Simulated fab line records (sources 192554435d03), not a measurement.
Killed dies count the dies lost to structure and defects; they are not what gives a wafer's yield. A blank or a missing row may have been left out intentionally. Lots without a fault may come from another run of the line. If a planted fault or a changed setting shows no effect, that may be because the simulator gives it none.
What tool caused it? + flow n5Finfet + 24 wafers from 8 lots sampled at 6 of the route's 1938 steps

== WHAT THE GAUGES READ, wafer by wafer ==
N5_MOL_CONTACT_COAG_INSPECT_42: inspects for defects (brightfield). Usual: rawDefectCount at 203, with a standard deviation of 59.
| lot  | measured     | on               | rawDefectCount | flag |
|------|--------------|------------------|----------------|------|
| L211 | day 5 16:03  | defectInspect-02 | 132 204 117    |      |
| L215 | day 6 14:46  | defectInspect-01 | 194 179 179    |      |
| L218 | day 7 05:49  | defectInspect-01 | 235 242 266    |      |
| L220 | day 8 01:22  | defectInspect-01 | 205 244 310    |      |
| L221 | day 8 01:47  | defectInspect-01 | 656 708 751    | OFF  |
| L222 | day 8 09:41  | defectInspect-02 | 637 599 667    | OFF  |
| L230 | day 10 14:16 | defectInspect-02 | 287 209 173    |      |
| L232 | day 10 23:14 | defectInspect-02 | 211 258 251    |      |

N5_BEOL_M4_RC_MEAS_101. Usual: DIBL_N 36.3 mV/V, standard deviation 1; DIBL_P 36.2 mV/V, standard deviation 1.4; IOFF_N 0.157 nA/um, standard deviation 0.021; IOFF_P 0.206 nA/um, standard deviation 0.025; ION_N 673 uA/um, standard deviation 9; ION_P 461 uA/um, standard deviation 6.4; SS_N 71.5 mV/dec, standard deviation 0.5; SS_P 73.2 mV/dec, standard deviation 0.47; VT_N 249.9 mV, standard deviation 2.4; VT_P -250.6 mV, standard deviation 2.9.
| lot  | measured     | on        | DIBL_N (mV/V)  | DIBL_P (mV/V)  | IOFF_N (nA/um)    | IOFF_P (nA/um)    | ION_N (uA/um) | ION_P (uA/um) | SS_N (mV/dec)  | SS_P (mV/dec)  | VT_N (mV)         | VT_P (mV)            | flag |
|------|--------------|-----------|----------------|----------------|-------------------|-------------------|---------------|---------------|----------------|----------------|-------------------|----------------------|------|
| L211 | day 8 10:10  | prober-02 | 36.3 35.5 37.9 | 36.9 36.1 38.2 | 0.150 0.134 0.171 | 0.209 0.194 0.225 | 659 657 669   | 457 452 461   | 71.7 71.6 72.7 | 72.9 73.6 74.3 | 252.3 255.2 250.0 | -251.1 -251.2 -252.0 |      |
| L215 | day 9 09:32  | prober-01 | 37.5 39.5 38.3 | 35.9 38.7 37.6 | 0.151 0.202 0.181 | 0.199 0.242 0.226 | 668 686 686   | 464 467 469   | 71.5 72.3 71.5 | 73.9 73.3 73.5 | 250.2 246.9 250.7 | -249.6 -247.3 -250.6 |      |
| L218 | day 9 19:16  | prober-02 | 35.4 36.5 36.2 | 35.4 36.8 35.5 | 0.140 0.175 0.159 | 0.180 0.203 0.186 | 663 685 661   | 451 465 450   | 70.8 72.0 71.9 | 73.5 73.5 73.4 | 252.7 246.5 250.9 | -250.7 -250.9 -254.0 |      |
| L220 | day 10 18:02 | prober-01 | 36.5 35.9 35.5 | 35.9 35.9 35.2 | 0.161 0.152 0.155 | 0.207 0.208 0.199 | 675 670 674   | 461 465 469   | 71.6 71.8 71.9 | 72.9 72.8 72.5 | 248.3 250.5 249.1 | -252.3 -248.5 -248.3 |      |
| L221 | day 10 21:08 | prober-02 | 37.0 37.3 37.2 | 37.4 37.7 38.3 | 0.161 0.164 0.170 | 0.206 0.208 0.222 | 671 668 687   | 460 455 462   | 71.6 72.2 72.1 | 73.0 73.4 72.6 | 253.7 250.5 247.8 | -251.2 -253.6 -251.6 |      |
| L222 | day 11 07:20 | prober-01 | 35.0 35.3 36.3 | 34.8 35.0 36.4 | 0.146 0.152 0.173 | 0.197 0.201 0.220 | 674 661 677   | 465 454 459   | 71.1 71.4 71.4 | 72.9 73.1 72.9 | 250.0 254.8 247.7 | -252.0 -248.4 -250.4 |      |
| L230 | day 13 01:10 | prober-01 | 35.8 36.5 35.6 | 34.6 34.8 34.3 | 0.141 0.147 0.142 | 0.206 0.210 0.208 | 679 665 681   | 470 463 472   | 71.0 71.5 71.0 | 73.2 72.5 72.6 | 250.3 248.9 250.8 | -247.9 -246.2 -247.9 |      |
| L232 | day 13 18:34 | prober-02 | 36.6 37.6 36.7 | 39.0 40.5 38.5 | 0.183 0.208 0.187 | 0.210 0.230 0.207 | 688 697 686   | 469 462 462   | 71.7 71.7 72.0 | 73.4 73.7 73.4 | 246.7 247.3 246.2 | -247.7 -248.8 -249.5 |      |

== EACH LOT AND THE TOOL THAT RAN IT (in order: tool; ch and the chambers of the sampled wafers; start) ==
| lot  | N5_MOL_CONTACT_COAG_VIA_ETCH_46   | N5_MOL_CONTACT_COAG_ETCH_65       | N5_MOL_CONTACT_COAG_ETCH_67       | N5_MOL_CONTACT_COAG_ETCHBACK_136  |
|------|-----------------------------------|-----------------------------------|-----------------------------------|-----------------------------------|
| L211 | rieDiel-06 ch 1,3, day 5 15:11    | rieDiel-06 ch 0,1, day 5 16:20    | rieDiel-04 ch 0,2,3, day 5 16:46  | rieDiel-04 ch 0,2,3, day 5 16:52  |
| L215 | rieDiel-04 ch 1,2, day 6 13:52    | rieDiel-06 ch 2,3, day 6 14:56    | rieDiel-06 ch 0,3, day 6 15:14    | rieDiel-06 ch 0,3, day 6 15:20    |
| L218 | rieDiel-06 ch 0,2,3, day 7 05:04  | rieDiel-04 ch 1,2,3, day 7 05:53  | rieDiel-06 ch 0,1,3, day 7 06:11  | rieDiel-06 ch 0,1,3, day 7 06:17  |
| L220 | rieDiel-04 ch 0,3, day 8 00:29    | rieDiel-06 ch 1,2, day 8 01:26    | rieDiel-04 ch 0,2,3, day 8 01:56  | rieDiel-04 ch 0,2,3, day 8 02:01  |
| L221 | rieDiel-06 ch 0,1,2, day 8 01:02  | rieDiel-02 ch 0,1,3, day 8 01:57  | rieDiel-02 ch 1,2,3, day 8 02:20  | rieDiel-02 ch 1,2,3, day 8 02:25  |
| L222 | rieDiel-06 ch 2,3, day 8 08:49    | rieDiel-04 ch 0,3, day 8 09:45    | rieDiel-06 ch 2,3, day 8 10:04    | rieDiel-06 ch 2,3, day 8 10:10    |
| L230 | rieDiel-02 ch 0,2,3, day 10 13:24 | rieDiel-02 ch 0,2,3, day 10 14:24 | rieDiel-06 ch 1,2,3, day 10 14:43 | rieDiel-06 ch 1,2,3, day 10 14:48 |
| L232 | rieDiel-02 ch 0,1,2, day 10 22:23 | rieDiel-04 ch 1,2, day 10 23:29   | rieDiel-02 ch 0,1,2, day 10 23:49 | rieDiel-02 ch 0,1,2, day 10 23:55 |
- N5_MOL_CONTACT_COAG_VIA_ETCH_46: etches SiO2 in C4F6/O2, target depth 46 nm, overetch 9.2 nm, time 40 s.
- N5_MOL_CONTACT_COAG_ETCH_65: etches underlayer in N2/H2, target depth 13 nm, time 10.4 s.
- N5_MOL_CONTACT_COAG_ETCH_67: etches SOC in N2/H2, target depth 60 nm, overetch 21 nm, time 101.2 s.
- N5_MOL_CONTACT_COAG_ETCHBACK_136: etches SiO2 in CHF3, target depth 25 nm, time 16.7 s.

== AS READ BY THE TOOLS THEMSELVES (means over the sampled wafers that have a number; for cases with no such wafer, the mark the record gives instead) ==
N5_MOL_CONTACT_COAG_VIA_ETCH_46. Usual: drypumpMotorCurrentA 5.8 A, standard deviation 0.55; oesProductAu 0.70 a.u., standard deviation 0.065; rfVppV 1596 V, standard deviation 13; showerheadPlenumPTorr 2.84 Torr, standard deviation 0.089; throttleValvePct 40.9 %, standard deviation 0.37.
| lot  | tool       | drypumpMotorCurrentA (A) | oesProductAu (a.u.) | rfVppV (V) | showerheadPlenumPTorr (Torr) | throttleValvePct (%) | flag |
|------|------------|--------------------------|---------------------|------------|------------------------------|----------------------|------|
| L211 | rieDiel-06 | 5.5                      | 0.70                | 1609       | 2.94                         | 41.2                 |      |
| L215 | rieDiel-04 | 5.9                      | 0.71                | 1598       | 2.78                         | 41.0                 |      |
| L218 | rieDiel-06 | 5.9                      | 0.70                | 1600       | 2.78                         | 40.6                 |      |
| L220 | rieDiel-04 | 6.2                      | 0.71                | 1601       | 2.94                         | 40.9                 |      |
| L221 | rieDiel-06 | 6.2                      | 0.68                | 1599       | 2.81                         | 40.6                 |      |
| L222 | rieDiel-06 | 5.6                      | 0.69                | 1603       | 2.77                         | 40.8                 |      |
| L230 | rieDiel-02 | 5.6                      | 0.70                | 1581       | 2.81                         | 40.9                 |      |
| L232 | rieDiel-02 | 5.7                      | 0.70                | 1588       | 2.85                         | 40.8                 |      |

N5_MOL_CONTACT_COAG_ETCH_65. Usual: for drypumpMotorCurrentA, 5.7 A with a standard deviation of 0.51; for etchRfOnTimeS, 10.37 s with a standard deviation of 0.19; for h2FlowSccm, 200.1 sccm with a standard deviation of 0.59; for oesProductAu, 0.68 a.u. with a standard deviation of 0.077; for rfVppV, 523.9 V with a standard deviation of 2.5; for showerheadPlenumPTorr, 2.55 Torr with a standard deviation of 0.082; for throttleValvePct, 17.9 % with a standard deviation of 0.3.
| lot  | tool       | drypumpMotorCurrentA (A) | etchRfOnTimeS (s) | h2FlowSccm (sccm) | oesProductAu (a.u.) | rfVppV (V) | showerheadPlenumPTorr (Torr) | throttleValvePct (%) | flag |
|------|------------|--------------------------|-------------------|-------------------|---------------------|------------|------------------------------|----------------------|------|
| L211 | rieDiel-06 | 6.5                      | 10.48             | 200.8             | 0.67                | 523.9      | 2.53                         | 17.7                 |      |
| L215 | rieDiel-06 | 5.2                      | 10.27             | 199.7             | 0.68                | 523.0      | 2.53                         | 17.9                 |      |
| L218 | rieDiel-04 | 5.9                      | 10.35             | 200.2             | 0.67                | 523.8      | 2.56                         | 17.9                 |      |
| L220 | rieDiel-06 | 5.8                      | 10.45             | 199.6             | 0.63                | 523.1      | 2.51                         | 17.8                 |      |
| L221 | rieDiel-02 | 5.3                      | 10.39             | 199.3             | 0.64                | 524.3      | 2.55                         | 18.1                 |      |
| L222 | rieDiel-04 | 6.4                      | 10.35             | 199.9             | 0.63                | 523.9      | 2.56                         | 17.9                 |      |
| L230 | rieDiel-02 | 5.6                      | 10.40             | 199.8             | 0.66                | 523.2      | 2.52                         | 18.0                 |      |
| L232 | rieDiel-04 | 5.9                      | 10.22             | 200.3             | 0.75                | 521.7      | 2.48                         | 17.9                 |      |

N5_MOL_CONTACT_COAG_ETCH_67. Usual: drypumpMotorCurrentA 5.8 A, standard deviation 0.6; h2FlowSccm 199.9 sccm, standard deviation 0.58; oesProductAu 0.65 a.u., standard deviation 0.057; rfVppV 523.8 V, standard deviation 2.4; showerheadPlenumPTorr 2.54 Torr, standard deviation 0.085; throttleValvePct 17.87 %, standard deviation 0.28.
| lot  | tool       | drypumpMotorCurrentA (A) | h2FlowSccm (sccm) | oesProductAu (a.u.) | rfVppV (V) | showerheadPlenumPTorr (Torr) | throttleValvePct (%) | flag |
|------|------------|--------------------------|-------------------|---------------------|------------|------------------------------|----------------------|------|
| L211 | rieDiel-04 | 6.1                      | 199.5             | 0.68                | 525.2      | 2.56                         | 17.78                |      |
| L215 | rieDiel-06 | 5.5                      | 199.8             | 0.68                | 524.2      | 2.54                         | 17.83                |      |
| L218 | rieDiel-06 | 5.8                      | 200.1             | 0.66                | 524.7      | 2.57                         | 17.89                |      |
| L220 | rieDiel-04 | 6.1                      | 199.7             | 0.66                | 524.1      | 2.55                         | 17.82                |      |
| L221 | rieDiel-02 | 5.7                      | 200.1             | 0.62                | 524.0      | 2.57                         | 18.17                |      |
| L222 | rieDiel-06 | 5.6                      | 200.2             | 0.63                | 522.1      | 2.48                         | 17.76                |      |
| L230 | rieDiel-06 | 5.5                      | 199.8             | 0.62                | 524.0      | 2.55                         | 17.99                |      |
| L232 | rieDiel-02 | 5.8                      | 200.1             | 0.66                | 524.4      | 2.56                         | 17.90                |      |

N5_MOL_CONTACT_COAG_ETCHBACK_136. Usual: drypumpMotorCurrentA 5.8 A, standard deviation 0.6; oesProductAu 0.78 a.u., standard deviation 0.073; rfVppV 528 V, standard deviation 4.4; showerheadPlenumPTorr 2.38 Torr, standard deviation 0.076; throttleValvePct 18.73 %, standard deviation 0.27.
| lot  | tool       | drypumpMotorCurrentA (A) | oesProductAu (a.u.) | rfVppV (V) | showerheadPlenumPTorr (Torr) | throttleValvePct (%) | flag |
|------|------------|--------------------------|---------------------|------------|------------------------------|----------------------|------|
| L211 | rieDiel-04 | 6.1                      | 0.82                | 528        | 2.40                         | 18.70                |      |
| L215 | rieDiel-06 | 5.5                      | 0.81                | 530        | 2.37                         | 18.63                |      |
| L218 | rieDiel-06 | 5.8                      | 0.79                | 529        | 2.39                         | 18.72                |      |
| L220 | rieDiel-04 | 6.1                      | 0.79                | 528        | 2.39                         | 18.74                |      |
| L221 | rieDiel-02 | 5.7                      | 0.73                | 525        | 2.40                         | 19.01                |      |
| L222 | rieDiel-06 | 5.6                      | 0.75                | 529        | 2.33                         | 18.64                |      |
| L230 | rieDiel-06 | 5.5                      | 0.74                | 530        | 2.38                         | 18.84                |      |
| L232 | rieDiel-02 | 5.8                      | 0.78                | 525        | 2.39                         | 18.71                |      |

== THE ANSWER, worked out from the rows above alone ==
Rule: a lot counts as off when the mean over its wafers that have a number is more than 3 standard deviations away from the usual mean. Also off: a lot with no number at a reading for which 4 or more lots have one. Any other lot the step has rows for is counted as sound. Order of review: gauges by route order, followed by the tools' own readings, for which a lot's mean as printed above is used. At the first step where some lot is off, the reading lying furthest off is the one used; lots without a number count as furthest.
Off: L221, L222, at N5_MOL_CONTACT_COAG_INSPECT_42 (rawDefectCount).
A tool fits if, at a process step before that reading, it ran every lot that is off, and no sound lot after the first of them. Gauges at N5_MOL_CONTACT_COAG_INSPECT_42: tried the same way as those tools. One candidate fits, namely rieDiel-06 at N5_MOL_CONTACT_COAG_VIA_ETCH_46. Its last sound lot is L218 (day 7 05:04), its first lot that is off L221 (day 8 01:02): a fault that began between those two fits.

== WHAT WAS PUT IN BY THE SIMULATOR ==
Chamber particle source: rieDiel-06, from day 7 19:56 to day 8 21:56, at N5_MOL_CONTACT_COAG_VIA_ETCH_46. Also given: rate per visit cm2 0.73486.
Lots struck among those shown: L221, L222. Same finding as the rule above.
